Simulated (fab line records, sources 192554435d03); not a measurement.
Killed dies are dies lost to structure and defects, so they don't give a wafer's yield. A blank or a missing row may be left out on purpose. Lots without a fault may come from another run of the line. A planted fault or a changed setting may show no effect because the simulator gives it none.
fab line records | flow n5_finfet
record lots=24 wafers=72 last_day=18
route steps=1938 shown BEOL_M5@1113
lots that met no fault: from a run of the same line without faults
start_h: hours from the record's first day to the start of the lot's first wafer shown | wait_h: hours since the lot's step before | " the same as in the row above | L1.1+2: a row that stands for several wafers | - no value, or no start given | * or withheld: withheld | < > ~ a bound
route shown NAME@n: a module of which the file shows steps, and the number in the route of the first | usual: mean/standard deviation of fault-free wafers | same: alike in all rows | chamber/n: place in a boat | sites: the reading at each site | _std_site: their standard deviation | _edge_site: outer sites' mean less inner sites' | radius_mm: how far each site lies from the wafer's centre | mask NAME#n: copy n | behind: the tool/chamber that last shaped the wafer | hold: why the lot was held/for how many hours/how that ended | device: the transistor (n, p or np) that didn't switch | end of line: the same wafers' tests at the end of the route | a step without rows: its recipe alone | killed: dies lost to structure and defects at the first sort, not the wafer's yield | map: a wafer's dies, x killed, . not, _ none there
set.NAME: the setting as run; set.NAME@STEP: as run at that earlier step | model.NAME: the simulator's own value behind a step, which no gauge read
steps of the route over a sample of lots; a table a step, a row a wafer
services: from which hour (start_h, from the record's first day; less than 0 if before it) a tool's chamber was out of use, for how many hours, and why
## steps
# step N5_BEOL_M5_CURE_79
# recipe temp_c=385 time_s=240 ambient=He/Ar material=SiCOH_lowk
# usual lamp_power_pct=52.31/0.058 wafer_temp_C_max=386.8/0.43
# columns lot.wafer tool chamber start_h wait_h lamp_power_pct wafer_temp_C_max
L074.3 uv_cure-02 1 175.65 0.2 52.20 387.0
L074.4 " 1 " " 52.15 387.3
L074.6 " 1 " " 52.40 387.0
L075.1 uv_cure-03 0 196.04 0.0 52.36 387.0
L075.2 " 0 " " 52.33 387.3
L075.4 " 0 " " 52.30 387.6
L077.1 uv_cure-02 1 197.99 0.0 52.34 386.9
L077.3 " 1 " " 52.38 387.3
L077.5 " 1 " " 52.22 386.5
L076.2 uv_cure-02 1 200.98 0.1 52.31 386.5
L076.3 " 1 " " 52.34 386.0
L076.5 " 1 " " 52.34 386.6
L078.1 uv_cure-02 1 202.76 0.1 52.22 386.7
L078.3 " 1 " " 52.44 387.2
L078.6 " 1 " " 52.36 386.6
L079.3 uv_cure-01 2 206.24 0.2 52.28 386.6
L079.4 " 2 " " 52.23 386.3
L079.5 " 2 " " 52.32 387.4
L080.1 uv_cure-03 0 214.06 0.0 52.37 386.6
L080.3 " 0 " " 52.35 387.4
L080.5 " 0 " " 52.34 387.4
L081.2 uv_cure-01 2 216.80 0.1 52.36 386.6
L081.4 " 2 " " 52.23 386.5
L081.6 " 2 " " 52.34 386.9
L082.3 uv_cure-03 0 227.82 0.2 52.33 387.2
L082.5 " 0 " " 52.30 387.2
L082.6 " 0 " " 52.29 386.7
L083.2 uv_cure-03 1 232.50 0.3 52.31 386.1
L083.4 " 1 " " 52.25 386.4
L083.6 " 1 " " 52.25 386.2
L084.1 uv_cure-02 0 236.27 0.0 52.22 386.5
L084.4 " 0 " " 52.31 386.6
L084.6 " 0 " " 52.26 386.6
L085.2 uv_cure-02 1 242.06 0.1 52.40 386.6
L085.3 " 1 " " 52.27 387.0
L085.6 " 1 " " 52.24 386.7
L086.2 uv_cure-01 0 254.91 0.1 52.38 386.8
L086.5 " 0 " " 52.32 387.2
L086.6 " 0 " " 52.31 387.4
L087.1 uv_cure-03 1 260.67 0.0 52.34 386.7
L087.2 " 1 " " 52.35 386.2
L087.6 " 1 " " 52.34 386.9
L088.4 uv_cure-01 1 263.24 0.3 52.39 386.8
L088.5 " 1 " " 52.27 386.5
L088.6 " 1 " " 52.32 387.0
L090.2 uv_cure-01 0 269.86 0.1 52.38 386.9
L090.3 " 0 " " 52.34 386.8
L090.4 " 0 " " 52.37 387.7
L089.3 uv_cure-03 1 274.99 0.2 52.31 385.9
L089.4 " 1 " " 52.23 386.6
L089.5 " 1 " " 52.28 386.6
L091.1 uv_cure-03 1 278.78 0.0 52.36 387.0
L091.2 " 1 " " 52.33 386.6
L091.4 " 1 " " 52.24 386.3
L093.1 uv_cure-01 0 294.60 0.0 52.26 387.3
L093.3 " 0 " " 52.29 387.4
L093.4 " 0 " " 52.22 387.5
L092.3 uv_cure-02 0 295.01 0.2 52.42 386.4
L092.5 " 0 " " 52.31 387.4
L092.6 " 0 " " 52.31 387.0
L094.1 uv_cure-01 2 297.64 0.0 52.21 387.0
L094.3 " 2 " " 52.36 386.4
L094.4 " 2 " " 52.33 386.2
L095.2 uv_cure-02 2 297.95 0.1 52.37 387.5
L095.3 " 2 " " 52.27 387.5
L095.4 " 2 " " 52.37 388.9
L096.2 uv_cure-02 1 304.98 0.1 52.39 387.0
L096.3 " 1 " " 52.46 387.1
L096.4 " 1 " " 52.35 386.3
L097.2 uv_cure-01 2 321.34 0.1 52.31 387.0
L097.4 " 2 " " 52.29 387.3
L097.5 " 2 " " 52.35 386.8
# step N5_BEOL_M5_THK_MEAS_01
# recipe reads=SiCOH_lowk_of_BEOL_M5_ILD_DEP_00
# usual M5_ILD_THK=120.8/1.6
# columns lot.wafer tool chamber start_h wait_h M5_ILD_THK[nm]
L074.3 film_metro-02 - 176.00 0.3 117.1
L074.4 " - " " 119.7
L074.6 " - " " 118.0
L075.1 film_metro-02 - 196.55 0.4 118.6
L075.2 " - " " 118.4
L075.4 " - " " 120.6
L077.1 film_metro-02 - 198.50 0.4 121.2
L077.3 " - " " 118.9
L077.5 " - " " 121.4
L076.2 film_metro-02 - 201.41 0.4 120.1
L076.3 " - " " 118.6
L076.5 " - " " 120.7
L078.1 film_metro-01 - 203.27 0.4 120.8
L078.3 " - " " 122.4
L078.6 " - " " 121.2
L079.3 film_metro-01 - 206.59 0.3 121.3
L079.4 " - " " 122.4
L079.5 " - " " 121.6
L080.1 film_metro-02 - 214.57 0.4 120.3
L080.3 " - " " 122.2
L080.5 " - " " 121.4
L081.2 film_metro-02 - 217.24 0.4 119.2
L081.4 " - " " 123.1
L081.6 " - " " 121.6
L082.3 film_metro-01 - 228.18 0.3 120.0
L082.5 " - " " 121.1
L082.6 " - " " 120.7
L083.2 film_metro-02 - 232.93 0.4 120.9
L083.4 " - " " 121.8
L083.6 " - " " 122.1
L084.1 film_metro-01 - 236.78 0.4 118.7
L084.4 " - " " 120.2
L084.6 " - " " 119.8
L085.2 film_metro-02 - 242.49 0.4 121.4
L085.3 " - " " 119.5
L085.6 " - " " 124.3
L086.2 film_metro-01 - 255.34 0.4 121.9
L086.5 " - " " 122.1
L086.6 " - " " 121.9
L087.1 film_metro-01 - 261.18 0.4 121.4
L087.2 " - " " 120.5
L087.6 " - " " 123.7
L088.4 film_metro-01 - 263.51 0.2 121.1
L088.5 " - " " 120.5
L088.6 " - " " 121.4
L090.2 film_metro-01 - 270.29 0.4 119.6
L090.3 " - " " 119.0
L090.4 " - " " 121.7
L089.3 film_metro-01 - 275.34 0.3 117.9
L089.4 " - " " 119.8
L089.5 " - " " 120.4
L091.1 film_metro-02 - 279.30 0.4 119.8
L091.2 " - " " 119.1
L091.4 " - " " 122.5
L093.1 film_metro-02 - 295.11 0.4 121.2
L093.3 " - " " 120.9
L093.4 " - " " 122.5
L092.3 film_metro-01 - 295.36 0.3 118.2
L092.5 " - " " 121.2
L092.6 " - " " 120.8
L094.1 film_metro-02 - 298.16 0.4 118.9
L094.3 " - " " 120.0
L094.4 " - " " 121.1
L095.2 film_metro-01 - 298.38 0.4 121.4
L095.3 " - " " 121.8
L095.4 " - " " 123.5
L096.2 film_metro-01 - 305.41 0.4 119.9
L096.3 " - " " 119.6
L096.4 " - " " 121.3
L097.2 film_metro-02 - 321.77 0.4 121.6
L097.4 " - " " 124.6
L097.5 " - " " 123.1
# step N5_BEOL_M5_ETCH_62
# recipe chemistry=N2/H2 target=SOC target_depth_a=750 overetch_a=150 mask_material=SiARC temp_c=40 time_s=112.5 ion_energy_ev=200 pressure_mtorr=30 source_w=840 bias_w=150 n2_flow_sccm=200 h2_flow_sccm=200
# usual drypump_motor_current_A=6.0/0.34 oes_product_au=0.61/0.045 rf_vpp_V=522.9/3 showerhead_plenum_p_Torr=2.51/0.1 throttle_valve_pct=17.88/0.23
# columns lot.wafer tool chamber start_h wait_h drypump_motor_current_A oes_product_au rf_hours_counter_h rf_vpp_V showerhead_plenum_p_Torr throttle_valve_pct
L074.3 rie_diel-01 1 177.50 0.0 6.4 0.71 30 524.2 2.48 17.85
L074.4 " 0 " " 5.9 0.62 - 523.8 2.56 17.88
L074.6 " 1 " " 6.3 0.70 - 521.1 2.48 17.85
L075.1 rie_diel-03 1 197.47 0.0 6.2 0.61 134 519.2 2.35 17.79
L075.2 " 2 " " 5.9 0.56 223 522.6 2.52 18.19
L075.4 " 3 " " 5.6 0.66 55 528.5 2.70 17.34
L077.1 rie_diel-03 0 200.36 0.0 5.8 0.64 75 525.5 2.57 18.07
L077.3 " 1 " " 6.2 0.61 135 519.6 2.35 17.79
L077.5 " 3 " " 5.6 0.66 - 528.1 2.70 17.35
L076.2 rie_diel-02 0 202.50 0.0 6.5 0.55 238 527.8 2.61 17.94
L076.3 " 1 " " 5.9 0.62 105 521.8 2.46 17.82
L076.5 " 2 " " 6.7 0.55 - 520.4 2.41 17.97
L078.1 rie_diel-01 1 204.69 0.0 6.4 0.69 42 522.4 2.48 17.87
L078.3 " 0 " " 5.9 0.61 141 523.6 2.55 17.92
L078.6 " 0 " " 5.9 0.61 - 524.7 2.55 17.92
L079.3 rie_diel-01 3 211.96 0.0 6.0 0.57 190 523.7 2.52 17.83
L079.4 " 1 " " 6.3 0.68 - 521.1 2.48 17.87
L079.5 " 3 " " 6.0 0.57 - 523.6 2.52 17.84
L080.1 rie_diel-03 1 215.78 0.0 6.2 0.61 139 519.6 2.34 17.83
L080.3 " 0 " " 5.8 0.64 79 525.7 2.57 18.07
L080.5 " 0 " " 5.9 0.65 - 525.2 2.57 18.08
L081.2 rie_diel-02 0 218.90 0.0 6.5 0.54 243 525.6 2.61 17.95
L081.4 " 3 " " 5.3 0.64 86 521.7 2.47 17.90
L081.6 " 2 " " 6.7 0.55 - 520.8 2.40 17.97
L082.3 rie_diel-03 2 228.86 0.0 5.9 0.55 232 522.1 2.52 18.18
L082.5 " 1 " " 6.2 0.61 - 519.8 2.34 17.83
L082.6 " 2 " " 5.9 0.55 - 524.6 2.52 18.19
L083.2 rie_diel-03 2 235.07 0.0 6.0 0.55 233 520.7 2.52 18.21
L083.4 " 3 " " 5.6 0.64 65 527.3 2.69 17.36
L083.6 " 1 " " 6.2 0.61 - 517.9 2.34 17.82
L084.1 rie_diel-03 3 238.20 0.0 5.6 0.65 66 526.7 2.69 17.38
L084.4 " 2 " " 5.9 0.55 234 522.5 2.52 18.20
L084.6 " 1 " " 6.2 0.61 - 517.0 2.34 17.82
L085.2 rie_diel-02 0 243.84 0.0 6.5 0.54 250 525.8 2.61 17.96
L085.3 " 1 " " 5.9 0.61 118 521.5 2.46 17.86
L085.6 " 2 " " 6.8 0.55 - 520.6 2.40 17.99
L086.2 rie_diel-03 3 256.39 0.0 5.6 0.63 71 527.1 2.69 17.36
L086.5 " 1 " " 6.2 0.60 - 518.5 2.34 17.84
L086.6 " 0 " " 5.9 0.64 - 522.0 2.57 18.09
L087.1 rie_diel-01 0 262.28 0.0 5.9 0.59 159 522.8 2.54 17.95
L087.2 " 2 " " 5.5 0.72 14 526.3 2.59 18.00
L087.6 " 0 " " 5.9 0.59 - 523.6 2.54 17.91
L088.4 rie_diel-03 2 265.32 0.0 5.9 0.54 241 524.0 2.51 18.22
L088.5 " 0 " " 5.9 0.63 - 525.0 2.56 18.11
L088.6 " 3 " " 5.6 0.64 - 528.4 2.69 17.37
L090.2 rie_diel-03 3 271.42 0.0 5.6 0.63 76 528.5 2.69 17.38
L090.3 " 1 " " 6.2 0.60 156 518.7 2.34 17.84
L090.4 " 0 " " 5.8 0.62 94 523.8 2.56 18.10
L089.3 rie_diel-02 3 277.26 0.0 5.3 0.62 105 521.0 2.46 17.93
L089.4 " 3 " " 5.3 0.63 - 523.2 2.46 17.94
L089.5 " 2 " " 6.7 0.55 - 518.7 2.40 18.01
L091.1 rie_diel-01 3 280.46 0.0 6.0 0.56 206 524.2 2.51 17.87
L091.2 " 0 " " 5.9 0.59 166 522.7 2.54 17.93
L091.4 " 2 " " 5.5 0.71 20 526.2 2.59 18.00
L093.1 rie_diel-01 2 296.63 0.0 5.5 0.70 26 524.8 2.59 18.04
L093.3 " 1 " " 6.3 0.66 73 522.1 2.46 17.91
L093.4 " 0 " " 5.9 0.59 172 523.9 2.54 17.96
L092.3 rie_diel-02 0 296.73 0.0 6.5 0.74 4 526.2 2.60 17.53
L092.5 " 3 " " 5.3 0.61 - 521.6 2.46 17.95
L092.6 " 1 " " 5.9 0.60 - 521.0 2.45 17.91
L094.1 rie_diel-03 3 299.25 0.0 5.6 0.63 85 527.2 2.68 17.38
L094.3 " 1 " " 6.2 0.60 164 515.6 2.33 17.85
L094.4 " 1 " " 6.2 0.60 - 517.5 2.33 17.85
L095.2 rie_diel-03 0 299.48 0.0 5.9 0.62 103 524.6 2.56 18.12
L095.3 " 1 " " 6.2 0.59 164 517.8 2.33 17.87
L095.4 " 3 " " 5.6 0.62 - 527.8 2.68 17.38
L096.2 rie_diel-03 1 306.67 0.0 6.2 0.59 168 518.5 2.33 17.86
L096.3 " 0 " " 5.9 0.62 - 526.6 2.56 18.12
L096.4 " 1 " " 6.2 0.59 - 517.9 2.33 17.86
L097.2 rie_diel-03 0 323.51 0.0 5.8 0.62 112 524.7 2.55 18.13
L097.4 " 3 " " 5.6 0.62 92 526.3 2.68 17.41
L097.5 " 0 " " 5.8 0.61 - 523.9 2.56 18.14
# step N5_BEOL_M5_HM_OPEN_17
# recipe chemistry=Cl2/BCl3 target_depth_a=200 overetch_a=60 target=TiN mask_material=SOC ion_energy_ev=150 pressure_mtorr=10 icp_w=1000 bias_w=126 Cl2_flow_sccm=53.25 bcl3_flow_sccm=21.75 Ar_flow_sccm=25
# usual drypump_motor_current_A=5.5/0.56 oes_product_au=0.69/0.037 throttle_valve_pct=22.16/0.16
# columns lot.wafer tool chamber start_h wait_h drypump_motor_current_A oes_product_au rf_hours_counter_h throttle_valve_pct
L074.3 rie_metal-01 0 177.70 0.1 6.4 0.74 - 22.24
L074.4 " 1 " " 5.7 0.65 - 22.17
L074.6 " 1 " " 5.6 0.65 - 22.16
L075.1 rie_metal-01 1 197.64 0.0 5.6 0.65 42 22.13
L075.2 " 0 " " 6.4 0.74 14 22.23
L075.4 " 1 " " 5.6 0.65 - 22.16
L077.1 rie_metal-03 0 200.53 0.0 6.3 0.72 26 21.94
L077.3 " 1 " " 5.4 0.77 - 22.04
L077.5 " 1 " " 5.5 0.77 - 22.02
L076.2 rie_metal-02 1 202.67 0.0 5.2 0.70 23 22.39
L076.3 " 1 " " 5.2 0.69 - 22.39
L076.5 " 1 " " 5.2 0.69 - 22.39
L078.1 rie_metal-03 0 204.86 0.0 6.2 0.71 26 21.96
L078.3 " 1 " " 5.5 0.76 - 22.05
L078.6 " 1 " " 5.5 0.77 - 22.03
L079.3 rie_metal-03 0 212.15 0.1 6.2 0.70 - 21.97
L079.4 " 1 " " 5.4 0.76 - 22.04
L079.5 " 1 " " 5.4 0.75 - 22.06
L080.1 rie_metal-01 1 215.95 0.0 5.6 0.64 44 22.16
L080.3 " 0 " " 6.3 0.73 - 22.23
L080.5 " 0 " " 6.3 0.73 - 22.25
L081.2 rie_metal-02 1 219.07 0.0 5.3 0.69 25 22.40
L081.4 " 1 " " 5.3 0.69 - 22.40
L081.6 " 0 " " 4.8 0.67 - 22.05
L082.3 rie_metal-02 1 229.06 0.1 5.2 0.69 - 22.38
L082.5 " 1 " " 5.2 0.69 - 22.39
L082.6 " 0 " " 4.8 0.67 - 22.05
L083.2 rie_metal-02 1 235.23 0.0 5.2 0.68 26 22.40
L083.4 " 1 " " 5.2 0.69 - 22.40
L083.6 " 1 " " 5.2 0.68 - 22.41
L084.1 rie_metal-02 0 238.37 0.0 4.8 0.66 41 22.04
L084.4 " 0 " " 4.8 0.67 - 22.06
L084.6 " 1 " " 5.2 0.68 - 22.40
L085.2 rie_metal-03 1 244.01 0.0 5.5 0.75 11 22.05
L085.3 " 0 " " 6.3 0.71 - 21.97
L085.6 " 0 " " 6.3 0.71 - 21.96
L086.2 rie_metal-02 0 256.55 0.0 4.8 0.66 42 22.06
L086.5 " 1 " " 5.2 0.68 - 22.40
L086.6 " 0 " " 4.8 0.66 - 22.05
L087.1 rie_metal-02 0 262.45 0.0 4.8 0.66 43 22.07
L087.2 " 1 " " 5.2 0.68 29 22.41
L087.6 " 1 " " 5.2 0.68 - 22.40
L088.4 rie_metal-03 1 265.52 0.1 5.4 0.75 - 22.03
L088.5 " 0 " " 6.3 0.71 - 21.96
L088.6 " 1 " " 5.4 0.75 - 22.04
L090.2 rie_metal-03 1 271.58 0.0 5.4 0.73 13 22.07
L090.3 " 1 " " 5.5 0.73 - 22.05
L090.4 " 0 " " 6.3 0.69 - 21.97
L089.3 rie_metal-01 0 277.46 0.1 6.4 0.71 - 22.25
L089.4 " 1 " " 5.6 0.63 - 22.17
L089.5 " 1 " " 5.6 0.63 - 22.17
L091.1 rie_metal-01 0 280.63 0.0 6.3 0.71 20 22.26
L091.2 " 1 " " 5.7 0.62 52 22.18
L091.4 " 1 " " 5.7 0.63 - 22.19
L093.1 rie_metal-02 0 296.80 0.0 4.8 0.66 46 22.06
L093.3 " 0 " " 4.8 0.65 - 22.06
L093.4 " 1 " " 5.2 0.67 - 22.41
L092.3 rie_metal-03 1 296.93 0.1 5.5 0.72 - 22.05
L092.5 " 0 " " 6.3 0.69 - 21.96
L092.6 " 1 " " 5.5 0.73 - 22.06
L094.1 rie_metal-02 0 299.42 0.0 4.8 0.65 46 22.06
L094.3 " 1 " " 5.2 0.68 - 22.40
L094.4 " 0 " " 4.8 0.66 - 22.07
L095.2 rie_metal-02 0 299.65 0.0 4.8 0.66 46 22.06
L095.3 " 0 " " 4.8 0.66 - 22.06
L095.4 " 1 " " 5.2 0.67 - 22.42
L096.2 rie_metal-01 0 306.91 0.0 6.3 0.70 22 22.28
L096.3 " 0 " " 6.4 0.71 - 22.25
L096.4 " 1 " " 5.6 0.62 - 22.20
L097.2 rie_metal-02 0 323.68 0.0 4.8 0.65 49 22.08
L097.4 " 0 " " 4.8 0.65 - 22.08
L097.5 " 1 " " 5.3 0.66 - 22.42
# step N5_BEOL_M5_OVL_MEAS_29
# recipe points_per_wafer=522
# usual V4_OVL=-0.1/0.67
# columns lot.wafer tool chamber start_h wait_h V4_OVL[nm]
L074.3 overlay-01 0 178.23 0.0 -0.4
L074.4 " 0 " " 0.3
L074.6 " 0 " " -0.5
L075.1 overlay-01 0 198.50 0.0 -0.9
L075.2 " 0 " " 0.2
L075.4 " 0 " " -0.5
L076.2 overlay-01 0 203.48 0.0 1.1
L076.3 " 0 " " 0.6
L076.5 " 0 " " -0.3
L077.1 overlay-02 0 203.53 0.0 -1.9
L077.3 " 0 " " -1.1
L077.5 " 0 " " -1.1
L078.1 overlay-02 0 205.51 0.0 0.1
L078.3 " 0 " " 0.9
L078.6 " 0 " " 0.6
L079.3 overlay-01 0 214.19 0.0 0.6
L079.4 " 0 " " 0.7
L079.5 " 0 " " -0.1
L080.1 overlay-01 0 217.49 0.0 -0.8
L080.3 " 0 " " -0.6
L080.5 " 0 " " 0.5
L081.2 overlay-01 0 221.15 0.0 0.5
L081.4 " 0 " " -0.4
L081.6 " 0 " " 0.1
L082.3 overlay-01 0 230.14 0.0 -1.1
L082.5 " 0 " " 0.5
L082.6 " 0 " " -0.1
L083.2 overlay-02 0 236.33 0.0 -1.4
L083.4 " 0 " " 0.2
L083.6 " 0 " " -0.3
L084.1 overlay-02 0 240.44 0.1 -0.4
L084.4 " 0 " " -0.6
L084.6 " 0 " " -0.4
L085.2 overlay-02 0 245.47 0.0 -0.8
L085.3 " 0 " " -0.1
L085.6 " 0 " " -1.1
L086.2 overlay-01 0 257.78 0.0 -0.3
L086.5 " 0 " " -0.6
L086.6 " 0 " " 0.3
L087.1 overlay-01 0 263.10 0.0 0.6
L087.2 " 0 " " -0.6
L087.6 " 0 " " 0.0
L088.4 overlay-02 0 267.02 0.0 -0.1
L088.5 " 0 " " -0.6
L088.6 " 0 " " -0.5
L090.2 overlay-01 0 272.88 0.0 0.3
L090.3 " 0 " " -1.1
L090.4 " 0 " " 0.0
L089.3 overlay-01 0 278.23 0.0 0.0
L089.4 " 0 " " -0.5
L089.5 " 0 " " 0.0
L091.1 overlay-01 0 285.12 0.0 0.6
L091.2 " 0 " " 0.6
L091.4 " 0 " " 0.6
L093.1 overlay-01 0 297.47 0.0 0.5
L093.3 " 0 " " 0.0
L093.4 " 0 " " 0.4
L092.3 overlay-02 0 297.53 0.0 0.6
L092.5 " 0 " " 0.5
L092.6 " 0 " " 1.2
L095.2 overlay-01 0 303.41 0.0 -0.4
L095.3 " 0 " " -0.2
L095.4 " 0 " " -0.1
L094.1 overlay-02 0 303.52 0.0 -0.6
L094.3 " 0 " " -0.2
L094.4 " 0 " " -1.0
L096.2 overlay-02 0 307.95 0.0 0.6
L096.3 " 0 " " 1.2
L096.4 " 0 " " -0.1
L097.2 overlay-02 0 324.58 0.0 0.5
L097.4 " 0 " " -0.2
L097.5 " 0 " " 1.1
# step N5_BEOL_M5_OCD_MEAS_38
# usual trench_depth_nm=71.3/0.94
# columns lot.wafer tool chamber start_h wait_h trench_depth_nm
L074.3 ocd-01 - 178.79 - 71.3
L074.4 " - " " 71.6
L074.6 " - " " 70.8
L075.1 ocd-01 - 199.01 - 71.2
L075.2 " - " " 71.1
L075.4 " - " " 72.2
L076.2 ocd-02 - 203.99 - 70.6
L076.3 " - " " 72.8
L076.5 " - " " 69.9
L077.1 ocd-01 - 204.38 - 71.3
L077.3 " - " " 69.9
L077.5 " - " " 70.6
L078.1 ocd-02 - 206.03 - 70.0
L078.3 " - " " 70.9
L078.6 " - " " 71.6
L079.3 ocd-01 - 215.14 - 71.3
L079.4 " - " " 71.5
L079.5 " - " " 70.3
L080.1 ocd-02 - 218.34 - 71.7
L080.3 " - " " 72.3
L080.5 " - " " 70.0
L081.2 ocd-01 - 221.65 - 71.9
L081.4 " - " " 70.9
L081.6 " - " " 70.6
L082.3 ocd-02 - 230.65 - 73.6
L082.5 " - " " 71.2
L082.6 " - " " 73.4
L083.2 ocd-01 - 236.84 - 73.1
L083.4 " - " " 70.1
L083.6 " - " " 72.8
L084.1 ocd-01 - 240.95 - 70.9
L084.4 " - " " 70.9
L084.6 " - " " 71.3
L085.2 ocd-01 - 245.97 - 71.3
L085.3 " - " " 72.2
L085.6 " - " " 71.0
L086.2 ocd-01 - 258.76 - 69.3
L086.5 " - " " 71.1
L086.6 " - " " 69.9
L087.1 ocd-02 - 263.61 - 72.3
L087.2 " - " " 71.6
L087.6 " - " " 71.9
L088.4 ocd-02 - 267.51 - 72.5
L088.5 " - " " 70.2
L088.6 " - " " 71.8
L090.2 ocd-02 - 273.41 - 71.6
L090.3 " - " " 70.7
L090.4 " - " " 69.2
L089.3 ocd-02 - 278.91 - 71.6
L089.4 " - " " 73.0
L089.5 " - " " 70.7
L091.1 ocd-01 - 285.72 - 72.6
L091.2 " - " " 71.7
L091.4 " - " " 72.2
L093.1 ocd-02 - 297.98 - 69.9
L093.3 " - " " 71.7
L093.4 " - " " 70.3
L092.3 ocd-02 - 298.04 - 71.2
L092.5 " - " " 72.5
L092.6 " - " " 71.4
L095.2 ocd-02 - 304.21 - 72.0
L095.3 " - " " 70.5
L095.4 " - " " 70.2
L094.1 ocd-02 - 304.39 - 70.8
L094.3 " - " " 71.0
L094.4 " - " " 70.9
L096.2 ocd-01 - 308.46 - 70.7
L096.3 " - " " 72.0
L096.4 " - " " 71.7
L097.2 ocd-01 - 325.09 - 71.6
L097.4 " - " " 70.5
L097.5 " - " " 72.3
## services
# columns tool chamber start_h hours kind
rie_metal-03 1 162.03 11.1 repair
rie_metal-03 - 169.63 1.4 pm
rie_metal-03 - 171.03 15.6 pm
rie_diel-01 2 187.71 - clean
rie_diel-01 2 187.71 - consumable_replace:focus_ring
rie_diel-01 2 187.71 28.1 scheduled_down
rie_diel-01 2 187.71 28.1 vent_cycle
rie_metal-02 - 196.29 1.2 repair
uv_cure-03 - 198.98 2.1 pm
rie_diel-01 3 229.61 8.4 repair
uv_cure-02 - 256.17 13.8 repair
rie_diel-03 2 257.83 5.3 repair
rie_diel-02 0 263.58 - clean
rie_diel-02 0 263.58 - consumable_replace:focus_ring
uv_cure-03 - 284.52 24.9 pm
rie_metal-01 - 296.34 2.8 pm
rie_diel-03 2 297.32 - clean
rie_diel-03 2 297.32 - consumable_replace:focus_ring
rie_diel-03 2 297.32 15.2 scheduled_down
rie_diel-03 2 297.32 15.2 vent_cycle
rie_diel-03 3 305.87 4.8 repair
uv_cure-01 - 308.10 6.0 pm
rie_metal-01 0 317.84 18.3 repair
rie_metal-01 - 319.84 1.1 repair
## key
fault none
